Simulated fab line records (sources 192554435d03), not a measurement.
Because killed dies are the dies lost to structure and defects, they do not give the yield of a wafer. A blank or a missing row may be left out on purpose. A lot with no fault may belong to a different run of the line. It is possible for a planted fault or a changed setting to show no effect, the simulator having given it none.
Which tool was responsible? :: flow n5_finfet :: 10 lots, 28 wafers sampled, at 5 steps of a route of 1938

WHAT THE GAUGES SHOWED, per wafer
N5_FIN_CUT_INSPECT_10: inspects for defects (brightfield). Usual: 43 for raw_defect_count, sd 12.
lot: L900
measured: day 3 16:10
on: defect_inspect-01
raw_defect_count: 48 57 35
flag: 

lot: L903
measured: day 4 12:22
on: defect_inspect-02
raw_defect_count: 64 72 76
flag: 

lot: L904
measured: day 4 16:05
on: defect_inspect-02
raw_defect_count: 30 50 43
flag: 

lot: L905
measured: day 4 21:17
on: defect_inspect-01
raw_defect_count: 29 43 25
flag: 

lot: L908
measured: day 5 14:20
on: defect_inspect-02
raw_defect_count: 55
flag: 

lot: L911
measured: day 6 08:08
on: defect_inspect-02
raw_defect_count: 38 41 42
flag: 

lot: L913
measured: day 6 21:13
on: defect_inspect-02
raw_defect_count: 41 53 47
flag: 

lot: L915
measured: day 7 09:50
on: defect_inspect-01
raw_defect_count: 59 69 43
flag: 

lot: L916
measured: day 7 15:12
on: defect_inspect-01
raw_defect_count: 43 42 24
flag: 

lot: L917
measured: day 7 21:02
on: defect_inspect-02
raw_defect_count: 35 35 44
flag: 

N5_FIN_CUT_INSPECT_17: inspects for defects (brightfield). Usual: 247 for raw_defect_count, sd 75.
lot: L900
measured: day 3 17:22
on: defect_inspect-02
raw_defect_count: 214 302 280
flag: 

lot: L903
measured: day 4 13:30
on: defect_inspect-01
raw_defect_count: 444 380 486
flag: 

lot: L904
measured: day 4 17:02
on: defect_inspect-02
raw_defect_count: 178 291 208
flag: 

lot: L905
measured: day 4 22:47
on: defect_inspect-01
raw_defect_count: 148 169 151
flag: 

lot: L908
measured: day 5 15:22
on: defect_inspect-01
raw_defect_count: 636
flag: OFF

lot: L911
measured: day 6 09:05
on: defect_inspect-01
raw_defect_count: 232 281 255
flag: 

lot: L913
measured: day 6 22:13
on: defect_inspect-02
raw_defect_count: 228 334 238
flag: 

lot: L915
measured: day 7 10:47
on: defect_inspect-01
raw_defect_count: 257 365 253
flag: 

lot: L916
measured: day 7 16:37
on: defect_inspect-01
raw_defect_count: 208 243 174
flag: 

lot: L917
measured: day 7 21:59
on: defect_inspect-01
raw_defect_count: 200 187 311
flag: 

EACH LOT AND THE TOOL THAT RAN IT (in order: tool; ch and the chambers of the sampled wafers; start)
lot: L900
N5_FIN_CUT_ETCH_20: rie_diel-02 ch 2,3, day 3 16:15
N5_FIN_CUT_STRIP_24: rie_diel-02 ch 2,3, day 3 16:37
N5_FIN_CUT_STRIP_22: rie_diel-02 ch 1,2, day 3 17:13

lot: L903
N5_FIN_CUT_ETCH_20: rie_diel-05 ch 0,1,3, day 4 12:30
N5_FIN_CUT_STRIP_24: rie_diel-05 ch 0,1,3, day 4 12:52
N5_FIN_CUT_STRIP_22: rie_diel-05 ch 0,3, day 4 13:20

lot: L904
N5_FIN_CUT_ETCH_20: rie_diel-02 ch 0,3, day 4 16:10
N5_FIN_CUT_STRIP_24: rie_diel-02 ch 0,3, day 4 16:32
N5_FIN_CUT_STRIP_22: rie_diel-02 ch 0,2,3, day 4 16:52

lot: L905
N5_FIN_CUT_ETCH_20: rie_diel-06 ch 0,1, day 4 21:52
N5_FIN_CUT_STRIP_24: rie_diel-06 ch 0,1, day 4 22:14
N5_FIN_CUT_STRIP_22: rie_diel-02 ch 0,2, day 4 22:38

lot: L908
N5_FIN_CUT_ETCH_20: rie_diel-02 ch 1, day 5 14:31
N5_FIN_CUT_STRIP_24: rie_diel-02 ch 1, day 5 14:52
N5_FIN_CUT_STRIP_22: rie_diel-02 ch 0, day 5 15:13

lot: L911
N5_FIN_CUT_ETCH_20: rie_diel-06 ch 0,3, day 6 08:14
N5_FIN_CUT_STRIP_24: rie_diel-06 ch 0,3, day 6 08:35
N5_FIN_CUT_STRIP_22: rie_diel-06 ch 0,3, day 6 08:55

lot: L913
N5_FIN_CUT_ETCH_20: rie_diel-06 ch 1,2,3, day 6 21:18
N5_FIN_CUT_STRIP_24: rie_diel-06 ch 1,2,3, day 6 21:40
N5_FIN_CUT_STRIP_22: rie_diel-05 ch 1,2,3, day 6 22:03

lot: L915
N5_FIN_CUT_ETCH_20: rie_diel-06 ch 0,2,3, day 7 09:56
N5_FIN_CUT_STRIP_24: rie_diel-06 ch 0,2,3, day 7 10:17
N5_FIN_CUT_STRIP_22: rie_diel-05 ch 0,1,3, day 7 10:38

lot: L916
N5_FIN_CUT_ETCH_20: rie_diel-05 ch 1,3, day 7 15:45
N5_FIN_CUT_STRIP_24: rie_diel-05 ch 1,3, day 7 16:07
N5_FIN_CUT_STRIP_22: rie_diel-06 ch 1,3, day 7 16:28

lot: L917
N5_FIN_CUT_ETCH_20: rie_diel-05 ch 1,2,3, day 7 21:07
N5_FIN_CUT_STRIP_24: rie_diel-05 ch 1,2,3, day 7 21:29
N5_FIN_CUT_STRIP_22: rie_diel-02 ch 1,2, day 7 21:49
- N5_FIN_CUT_ETCH_20: etches SiARC in CF4, target depth 26 nm, time 43.3 s.
- N5_FIN_CUT_STRIP_24: strips in CF4.
- N5_FIN_CUT_STRIP_22: strips in N2/H2.

WHAT THE TOOLS THEMSELVES READ (means of the sampled wafers that have a number; where no wafer has one, the mark that the record gives instead)
N5_FIN_CUT_ETCH_20. Usual: bias_w 36.01 W, standard deviation 0.11; drypump_motor_current_A 6.0 A, standard deviation 0.48; etch_rf_on_time_s 43.3 s, standard deviation 1.3; mfc_ar_sccm 100.0 sccm, standard deviation 0.31; oes_product_au 0.65 a.u., standard deviation 0.05; rf_vpp_V 184.0 V, standard deviation 1.2; showerhead_plenum_p_Torr 2.14 Torr, standard deviation 0.062; throttle_valve_pct 15.65 %, standard deviation 0.16.
lot: L900
tool: rie_diel-02
bias_w (W): 36.14
drypump_motor_current_A (A): 6.1
etch_rf_on_time_s (s): 42.0
mfc_ar_sccm (sccm): 99.9
oes_product_au (a.u.): 0.66
rf_vpp_V (V): 183.8
showerhead_plenum_p_Torr (Torr): 2.11
throttle_valve_pct (%): 15.65
flag: 

lot: L903
tool: rie_diel-05
bias_w (W): 35.95
drypump_motor_current_A (A): 5.6
etch_rf_on_time_s (s): 43.2
mfc_ar_sccm (sccm): 100.0
oes_product_au (a.u.): 0.63
rf_vpp_V (V): 183.4
showerhead_plenum_p_Torr (Torr): 2.14
throttle_valve_pct (%): 15.72
flag: 

lot: L904
tool: rie_diel-02
bias_w (W): 35.96
drypump_motor_current_A (A): 6.5
etch_rf_on_time_s (s): 43.7
mfc_ar_sccm (sccm): 100.0
oes_product_au (a.u.): 0.66
rf_vpp_V (V): 183.2
showerhead_plenum_p_Torr (Torr): 2.12
throttle_valve_pct (%): 15.71
flag: 

lot: L905
tool: rie_diel-06
bias_w (W): 36.03
drypump_motor_current_A (A): 6.3
etch_rf_on_time_s (s): 43.8
mfc_ar_sccm (sccm): 100.0
oes_product_au (a.u.): 0.76
rf_vpp_V (V): 183.7
showerhead_plenum_p_Torr (Torr): 2.15
throttle_valve_pct (%): 15.30
flag: 

lot: L908
tool: rie_diel-02
bias_w (W): 35.94
drypump_motor_current_A (A): 5.7
etch_rf_on_time_s (s): 45.6
mfc_ar_sccm (sccm): 99.6
oes_product_au (a.u.): 0.61
rf_vpp_V (V): 185.1
showerhead_plenum_p_Torr (Torr): 2.22
throttle_valve_pct (%): 15.59
flag: 

lot: L911
tool: rie_diel-06
bias_w (W): 36.04
drypump_motor_current_A (A): 6.2
etch_rf_on_time_s (s): 42.6
mfc_ar_sccm (sccm): 99.7
oes_product_au (a.u.): 0.74
rf_vpp_V (V): 185.1
showerhead_plenum_p_Torr (Torr): 2.21
throttle_valve_pct (%): 15.47
flag: 

lot: L913
tool: rie_diel-06
bias_w (W): 35.97
drypump_motor_current_A (A): 6.0
etch_rf_on_time_s (s): 43.7
mfc_ar_sccm (sccm): 100.0
oes_product_au (a.u.): 0.63
rf_vpp_V (V): 183.6
showerhead_plenum_p_Torr (Torr): 2.11
throttle_valve_pct (%): 15.67
flag: 

lot: L915
tool: rie_diel-06
bias_w (W): 36.01
drypump_motor_current_A (A): 6.3
etch_rf_on_time_s (s): 42.6
mfc_ar_sccm (sccm): 100.0
oes_product_au (a.u.): 0.67
rf_vpp_V (V): 183.3
showerhead_plenum_p_Torr (Torr): 2.16
throttle_valve_pct (%): 15.67
flag: 

lot: L916
tool: rie_diel-05
bias_w (W): 36.04
drypump_motor_current_A (A): 5.4
etch_rf_on_time_s (s): 43.6
mfc_ar_sccm (sccm): 100.2
oes_product_au (a.u.): 0.63
rf_vpp_V (V): 184.2
showerhead_plenum_p_Torr (Torr): 2.12
throttle_valve_pct (%): 15.79
flag: 

lot: L917
tool: rie_diel-05
bias_w (W): 36.00
drypump_motor_current_A (A): 5.9
etch_rf_on_time_s (s): 43.9
mfc_ar_sccm (sccm): 99.7
oes_product_au (a.u.): 0.61
rf_vpp_V (V): 183.8
showerhead_plenum_p_Torr (Torr): 2.11
throttle_valve_pct (%): 15.77
flag: 

N5_FIN_CUT_STRIP_24. Usual: drypump_motor_current_A 6.0 A, standard deviation 0.48; oes_product_au 0.75 a.u., standard deviation 0.055; rf_vpp_V 271.0 V, standard deviation 1.4; showerhead_plenum_p_Torr 1.79 Torr, standard deviation 0.053; throttle_valve_pct 13.63 %, standard deviation 0.16.
lot: L900
tool: rie_diel-02
drypump_motor_current_A (A): 6.0
oes_product_au (a.u.): 0.75
rf_vpp_V (V): 271.2
showerhead_plenum_p_Torr (Torr): 1.77
throttle_valve_pct (%): 13.63
flag: 

lot: L903
tool: rie_diel-05
drypump_motor_current_A (A): 5.6
oes_product_au (a.u.): 0.73
rf_vpp_V (V): 270.9
showerhead_plenum_p_Torr (Torr): 1.79
throttle_valve_pct (%): 13.72
flag: 

lot: L904
tool: rie_diel-02
drypump_motor_current_A (A): 6.5
oes_product_au (a.u.): 0.77
rf_vpp_V (V): 271.5
showerhead_plenum_p_Torr (Torr): 1.77
throttle_valve_pct (%): 13.66
flag: 

lot: L905
tool: rie_diel-06
drypump_motor_current_A (A): 6.2
oes_product_au (a.u.): 0.88
rf_vpp_V (V): 270.3
showerhead_plenum_p_Torr (Torr): 1.80
throttle_valve_pct (%): 13.26
flag: 

lot: L908
tool: rie_diel-02
drypump_motor_current_A (A): 5.7
oes_product_au (a.u.): 0.74
rf_vpp_V (V): 273.3
showerhead_plenum_p_Torr (Torr): 1.86
throttle_valve_pct (%): 13.57
flag: 

lot: L911
tool: rie_diel-06
drypump_motor_current_A (A): 6.2
oes_product_au (a.u.): 0.85
rf_vpp_V (V): 272.2
showerhead_plenum_p_Torr (Torr): 1.85
throttle_valve_pct (%): 13.43
flag: 

lot: L913
tool: rie_diel-06
drypump_motor_current_A (A): 6.0
oes_product_au (a.u.): 0.73
rf_vpp_V (V): 270.9
showerhead_plenum_p_Torr (Torr): 1.78
throttle_valve_pct (%): 13.65
flag: 

lot: L915
tool: rie_diel-06
drypump_motor_current_A (A): 6.3
oes_product_au (a.u.): 0.77
rf_vpp_V (V): 272.2
showerhead_plenum_p_Torr (Torr): 1.81
throttle_valve_pct (%): 13.64
flag: 

lot: L916
tool: rie_diel-05
drypump_motor_current_A (A): 5.4
oes_product_au (a.u.): 0.73
rf_vpp_V (V): 270.2
showerhead_plenum_p_Torr (Torr): 1.76
throttle_valve_pct (%): 13.75
flag: 

lot: L917
tool: rie_diel-05
drypump_motor_current_A (A): 5.9
oes_product_au (a.u.): 0.72
rf_vpp_V (V): 270.2
showerhead_plenum_p_Torr (Torr): 1.76
throttle_valve_pct (%): 13.76
flag: 

N5_FIN_CUT_STRIP_22. Usual: drypump_motor_current_A 6.1 A, standard deviation 0.48; oes_product_au 0.76 a.u., standard deviation 0.067; rf_vpp_V 54.2 V, standard deviation 2.3; showerhead_plenum_p_Torr 3.34 Torr, standard deviation 0.095; temp_c 40.01 C, standard deviation 0.11; throttle_valve_pct 19.03 %, standard deviation 0.28.
lot: L900
tool: rie_diel-02
drypump_motor_current_A (A): 5.8
oes_product_au (a.u.): 0.73
rf_vpp_V (V): 54.6
showerhead_plenum_p_Torr (Torr): 3.45
temp_c (C): 40.03
throttle_valve_pct (%): 18.93
flag: 

lot: L903
tool: rie_diel-05
drypump_motor_current_A (A): 5.5
oes_product_au (a.u.): 0.74
rf_vpp_V (V): 55.4
showerhead_plenum_p_Torr (Torr): 3.37
temp_c (C): 39.93
throttle_valve_pct (%): 19.06
flag: 

lot: L904
tool: rie_diel-02
drypump_motor_current_A (A): 6.3
oes_product_au (a.u.): 0.77
rf_vpp_V (V): 52.3
showerhead_plenum_p_Torr (Torr): 3.33
temp_c (C): 40.07
throttle_valve_pct (%): 19.14
flag: 

lot: L905
tool: rie_diel-02
drypump_motor_current_A (A): 6.3
oes_product_au (a.u.): 0.74
rf_vpp_V (V): 55.2
showerhead_plenum_p_Torr (Torr): 3.37
temp_c (C): 39.91
throttle_valve_pct (%): 19.02
flag: 

lot: L908
tool: rie_diel-02
drypump_motor_current_A (A): 6.5
oes_product_au (a.u.): 0.75
rf_vpp_V (V): 54.6
showerhead_plenum_p_Torr (Torr): 3.37
temp_c (C): 39.85
throttle_valve_pct (%): 19.08
flag: 

lot: L911
tool: rie_diel-06
drypump_motor_current_A (A): 6.2
oes_product_au (a.u.): 0.86
rf_vpp_V (V): 54.3
showerhead_plenum_p_Torr (Torr): 3.44
temp_c (C): 39.99
throttle_valve_pct (%): 19.06
flag: 

lot: L913
tool: rie_diel-05
drypump_motor_current_A (A): 5.9
oes_product_au (a.u.): 0.73
rf_vpp_V (V): 53.2
showerhead_plenum_p_Torr (Torr): 3.30
temp_c (C): 40.00
throttle_valve_pct (%): 19.08
flag: 

lot: L915
tool: rie_diel-05
drypump_motor_current_A (A): 5.6
oes_product_au (a.u.): 0.80
rf_vpp_V (V): 53.2
showerhead_plenum_p_Torr (Torr): 3.33
temp_c (C): 40.03
throttle_valve_pct (%): 19.03
flag: 

lot: L916
tool: rie_diel-06
drypump_motor_current_A (A): 5.7
oes_product_au (a.u.): 0.74
rf_vpp_V (V): 56.0
showerhead_plenum_p_Torr (Torr): 3.40
temp_c (C): 40.02
throttle_valve_pct (%): 18.87
flag: 

lot: L917
tool: rie_diel-02
drypump_motor_current_A (A): 5.8
oes_product_au (a.u.): 0.70
rf_vpp_V (V): 52.9
showerhead_plenum_p_Torr (Torr): 3.38
temp_c (C): 40.08
throttle_valve_pct (%): 18.88
flag: 

THE ANSWER, worked out from the rows above alone
Rule: take the mean of a lot's wafers that have a number; if it is more than 3 standard deviations from the usual mean, the lot is off. A lot without any number at a reading at which 4 lots or more have one is off too. Any other lot the step has rows for is counted as sound. Order of review: gauges by route order, followed by the tools' own readings, for which a lot's mean as printed above is used. The first step at which some lot is off is used, and at that step the reading that is off furthest; a lot without a number counts as furthest.
Off: L908 (N5_FIN_CUT_INSPECT_17, raw_defect_count).
If a tool, at a process step before that reading, ran all the lots that are off and no sound lot after the first of them, it fits. Gauges at N5_FIN_CUT_INSPECT_17: tried the same way as those tools. One fits: N5_FIN_CUT_ETCH_20 and N5_FIN_CUT_STRIP_24 on rie_diel-02. At N5_FIN_CUT_ETCH_20 its last sound lot is L904 (day 4 16:10), its first lot that is off L908 (day 5 14:31): a fault that began between those two fits.

WHAT HAD BEEN PUT IN BY THE SIMULATOR
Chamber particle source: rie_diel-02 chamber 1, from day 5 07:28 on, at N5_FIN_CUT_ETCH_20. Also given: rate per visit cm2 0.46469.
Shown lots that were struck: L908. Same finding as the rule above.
